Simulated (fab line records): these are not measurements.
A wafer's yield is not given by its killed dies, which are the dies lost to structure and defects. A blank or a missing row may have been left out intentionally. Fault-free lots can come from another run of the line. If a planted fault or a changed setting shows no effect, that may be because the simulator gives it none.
Which tool did it? || flow n5-finfet || 33 wafers from 11 lots sampled at 5 of the route's 1938 steps

WHAT THE GAUGES READ, wafer by wafer
N5_BEOL_M14_THK_MEAS_01.
{"lot": "L141", "measured": "day 12 21:50", "on": "film-metro-02", "M14_ILD_THK (nm)": "1098 1113 1136"}
{"lot": "L143", "measured": "day 12 22:07", "on": "film-metro-01", "M14_ILD_THK (nm)": "1121 1133 1123"}
{"lot": "L145", "measured": "day 13 21:43", "on": "film-metro-02", "M14_ILD_THK (nm)": "1112 1110 1131"}
{"lot": "L144", "measured": "day 14 01:57", "on": "film-metro-01", "M14_ILD_THK (nm)": "1109 1121 1107"}
{"lot": "L149", "measured": "day 14 02:05", "on": "film-metro-01", "M14_ILD_THK (nm)": "1124 1113 1151"}
{"lot": "L155", "measured": "day 15 03:13", "on": "film-metro-01", "M14_ILD_THK (nm)": "1117 1131 1149"}
{"lot": "L157", "measured": "day 16 07:48", "on": "film-metro-02", "M14_ILD_THK (nm)": "1145 1121 1129"}
{"lot": "L156", "measured": "day 16 11:09", "on": "film-metro-02", "M14_ILD_THK (nm)": "1107 1131 1137"}
{"lot": "L158", "measured": "day 16 11:23", "on": "film-metro-02", "M14_ILD_THK (nm)": "1104 1139 1116"}
{"lot": "L160", "measured": "day 17 11:47", "on": "film-metro-01", "M14_ILD_THK (nm)": "1090 1121 1120"}
{"lot": "L162", "measured": "day 17 16:31", "on": "film-metro-01", "M14_ILD_THK (nm)": "1147 1133 1114"}

N5_BEOL_M14_CD_MEAS_28: the cd target is 284.4 nm.
{"lot": "L141", "measured": "day 12 23:07", "on": "cd-sem-03", "cd-nm (nm)": "281.1 285.7 283.2"}
{"lot": "L143", "measured": "day 12 23:38", "on": "cd-sem-02", "cd-nm (nm)": "283.7 282.5 280.9"}
{"lot": "L145", "measured": "day 13 22:53", "on": "cd-sem-03", "cd-nm (nm)": "276.4 275.5 275.0"}
{"lot": "L144", "measured": "day 14 03:22", "on": "cd-sem-03", "cd-nm (nm)": "286.4 285.3 287.0"}
{"lot": "L149", "measured": "day 14 03:24", "on": "cd-sem-02", "cd-nm (nm)": "278.2 275.2 275.4"}
{"lot": "L155", "measured": "day 15 05:14", "on": "cd-sem-01", "cd-nm (nm)": "279.9 285.0 283.6"}
{"lot": "L157", "measured": "day 16 08:58", "on": "cd-sem-01", "cd-nm (nm)": "285.0 283.7 283.0"}
{"lot": "L156", "measured": "day 16 12:26", "on": "cd-sem-02", "cd-nm (nm)": "285.3 287.3 285.0"}
{"lot": "L158", "measured": "day 16 12:43", "on": "cd-sem-01", "cd-nm (nm)": "285.8 285.7 284.9"}
{"lot": "L160", "measured": "day 17 13:01", "on": "cd-sem-01", "cd-nm (nm)": "284.3 285.5 288.5"}
{"lot": "L162", "measured": "day 17 18:40", "on": "cd-sem-03", "cd-nm (nm)": "282.7 281.5 282.8"}

N5_BEOL_M14_OCD_MEAS_35.
{"lot": "L141", "measured": "day 12 23:49", "on": "ocd-01", "trench-depth-nm (nm)": "544 533 572"}
{"lot": "L143", "measured": "day 13 00:24", "on": "ocd-01", "trench-depth-nm (nm)": "548 533 529"}
{"lot": "L145", "measured": "day 13 23:35", "on": "ocd-01", "trench-depth-nm (nm)": "558 555 554"}
{"lot": "L144", "measured": "day 14 04:06", "on": "ocd-01", "trench-depth-nm (nm)": "532 577 541"}
{"lot": "L149", "measured": "day 14 04:08", "on": "ocd-01", "trench-depth-nm (nm)": "553 569 569"}
{"lot": "L155", "measured": "day 15 05:56", "on": "ocd-01", "trench-depth-nm (nm)": "568 561 569"}
{"lot": "L157", "measured": "day 16 09:40", "on": "ocd-02", "trench-depth-nm (nm)": "564 549 553"}
{"lot": "L156", "measured": "day 16 13:08", "on": "ocd-02", "trench-depth-nm (nm)": "563 525 563"}
{"lot": "L158", "measured": "day 16 13:28", "on": "ocd-02", "trench-depth-nm (nm)": "554 557 560"}
{"lot": "L160", "measured": "day 17 13:43", "on": "ocd-02", "trench-depth-nm (nm)": "566 551 562"}
{"lot": "L162", "measured": "day 17 19:45", "on": "ocd-02", "trench-depth-nm (nm)": "571 559 572"}

WHAT TOOL EACH LOT RAN ON (gives the tool, then ch and the chambers of the sampled wafers, and finally the start)
{"lot": "L141", "N5_BEOL_M13_DEP_53": "pecvd-04 ch 1,2, day 12 21:31", "N5_BEOL_M14_PEB_26": "litho-track-05 ch 0, day 12 23:01"}
{"lot": "L143", "N5_BEOL_M13_DEP_53": "pecvd-04 ch 1,2, day 12 21:47", "N5_BEOL_M14_PEB_26": "litho-track-03 ch 0, day 12 23:31"}
{"lot": "L145", "N5_BEOL_M13_DEP_53": "pecvd-04 ch 0,1, day 13 21:24", "N5_BEOL_M14_PEB_26": "litho-track-03 ch 0, day 13 22:46"}
{"lot": "L144", "N5_BEOL_M13_DEP_53": "pecvd-02 ch 0,1,2, day 14 01:38", "N5_BEOL_M14_PEB_26": "litho-track-05 ch 0, day 14 03:15"}
{"lot": "L149", "N5_BEOL_M13_DEP_53": "pecvd-04 ch 0,1,2, day 14 01:46", "N5_BEOL_M14_PEB_26": "litho-track-03 ch 0, day 14 03:17"}
{"lot": "L155", "N5_BEOL_M13_DEP_53": "pecvd-02 ch 0,1, day 15 02:53", "N5_BEOL_M14_PEB_26": "litho-track-04 ch 0, day 15 05:08"}
{"lot": "L157", "N5_BEOL_M13_DEP_53": "pecvd-04 ch 0,1,2, day 16 07:30", "N5_BEOL_M14_PEB_26": "litho-track-04 ch 0, day 16 08:51"}
{"lot": "L156", "N5_BEOL_M13_DEP_53": "pecvd-01 ch 0,1,2, day 16 10:45", "N5_BEOL_M14_PEB_26": "litho-track-05 ch 0, day 16 12:19"}
{"lot": "L158", "N5_BEOL_M13_DEP_53": "pecvd-04 ch 0,1,2, day 16 11:04", "N5_BEOL_M14_PEB_26": "litho-track-05 ch 0, day 16 12:36"}
{"lot": "L160", "N5_BEOL_M13_DEP_53": "pecvd-04 ch 0,2, day 17 11:26", "N5_BEOL_M14_PEB_26": "litho-track-03 ch 0, day 17 12:54"}
{"lot": "L162", "N5_BEOL_M13_DEP_53": "pecvd-02 ch 0,1,2, day 17 16:12", "N5_BEOL_M14_PEB_26": "litho-track-04 ch 0, day 17 18:33"}
- N5_BEOL_M13_DEP_53: deposits SiCN from 3MS/NH3, target thk 50 nm, time 17.8 s.
- N5_BEOL_M14_PEB_26: peb time 90 s.

AS READ BY THE TOOLS THEMSELVES (means over the sampled wafers that have a number; for cases with no such wafer, the mark the record gives instead)
N5_BEOL_M13_DEP_53.
{"lot": "L141", "tool": "pecvd-04", "showerhead-plenum-p-Torr (Torr)": 4.155, "throttle-valve-pct (%)": 18.5}
{"lot": "L143", "tool": "pecvd-04", "showerhead-plenum-p-Torr (Torr)": 4.151, "throttle-valve-pct (%)": 18.6}
{"lot": "L145", "tool": "pecvd-04", "showerhead-plenum-p-Torr (Torr)": 4.153, "throttle-valve-pct (%)": 18.6}
{"lot": "L144", "tool": "pecvd-02", "showerhead-plenum-p-Torr (Torr)": 4.151, "throttle-valve-pct (%)": 17.5}
{"lot": "L149", "tool": "pecvd-04", "showerhead-plenum-p-Torr (Torr)": 4.159, "throttle-valve-pct (%)": 18.6}
{"lot": "L155", "tool": "pecvd-02", "showerhead-plenum-p-Torr (Torr)": 4.137, "throttle-valve-pct (%)": 17.4}
{"lot": "L157", "tool": "pecvd-04", "showerhead-plenum-p-Torr (Torr)": 4.162, "throttle-valve-pct (%)": 18.7}
{"lot": "L156", "tool": "pecvd-01", "showerhead-plenum-p-Torr (Torr)": 4.183, "throttle-valve-pct (%)": 18.8}
{"lot": "L158", "tool": "pecvd-04", "showerhead-plenum-p-Torr (Torr)": 4.163, "throttle-valve-pct (%)": 18.7}
{"lot": "L160", "tool": "pecvd-04", "showerhead-plenum-p-Torr (Torr)": 4.170, "throttle-valve-pct (%)": 18.6}
{"lot": "L162", "tool": "pecvd-02", "showerhead-plenum-p-Torr (Torr)": 4.151, "throttle-valve-pct (%)": 17.4}

N5_BEOL_M14_PEB_26.
{"lot": "L141", "tool": "litho-track-05", "heater-power-total-W (W)": 172.3, "plate-temp-C (C)": 129.84}
{"lot": "L143", "tool": "litho-track-03", "heater-power-total-W (W)": 172.5, "plate-temp-C (C)": 130.20}
{"lot": "L145", "tool": "litho-track-03", "heater-power-total-W (W)": 170.4, "plate-temp-C (C)": 128.52}
{"lot": "L144", "tool": "litho-track-05", "heater-power-total-W (W)": 172.1, "plate-temp-C (C)": 129.94}
{"lot": "L149", "tool": "litho-track-03", "heater-power-total-W (W)": 168.9, "plate-temp-C (C)": 128.53}
{"lot": "L155", "tool": "litho-track-04", "heater-power-total-W (W)": 171.9, "plate-temp-C (C)": 130.01}
{"lot": "L157", "tool": "litho-track-04", "heater-power-total-W (W)": 171.9, "plate-temp-C (C)": 129.99}
{"lot": "L156", "tool": "litho-track-05", "heater-power-total-W (W)": 172.6, "plate-temp-C (C)": 130.07}
{"lot": "L158", "tool": "litho-track-05", "heater-power-total-W (W)": 172.6, "plate-temp-C (C)": 130.00}
{"lot": "L160", "tool": "litho-track-03", "heater-power-total-W (W)": 173.1, "plate-temp-C (C)": 130.14}
{"lot": "L162", "tool": "litho-track-04", "heater-power-total-W (W)": 172.8, "plate-temp-C (C)": 130.14}

THE ANSWER, worked out from the rows above alone
Rule: usual is defined by the lots themselves. Put in order of their means at a reading, lots are off if they are a third of the lots or fewer, leave a main group of 4 or more, and stand apart from it by a gap of 3 or more times the standard deviation of the main group's means; of several such gaps the widest counts. A main group whose means are all the same, to the digits that the tables above print for the reading, isn't used. Also off: a lot with no number at a reading for which 4 or more lots have one. Any other lot the step has rows for is counted as sound. After the gauges, taken in route order, come the tools' own readings; for these a lot's mean is taken, as printed above. At the first step where some lot is off, the reading lying furthest off is the one used; lots without a number count as furthest.
Off at N5_BEOL_M14_CD_MEAS_28 (cd-nm): L145, L149. Main group: mean 284.3 nm, sd 1.6.
If a tool, at a process step before that reading, ran all the lots that are off and no sound lot after the first of them, it fits. Not tried: the gauges at N5_BEOL_M14_CD_MEAS_28; whatever is off there is also off at N5_BEOL_M14_PEB_26, on other tools, and gauge error can't account for it. Not one of the candidates tried fits.

WHAT THE SIMULATOR PUT IN
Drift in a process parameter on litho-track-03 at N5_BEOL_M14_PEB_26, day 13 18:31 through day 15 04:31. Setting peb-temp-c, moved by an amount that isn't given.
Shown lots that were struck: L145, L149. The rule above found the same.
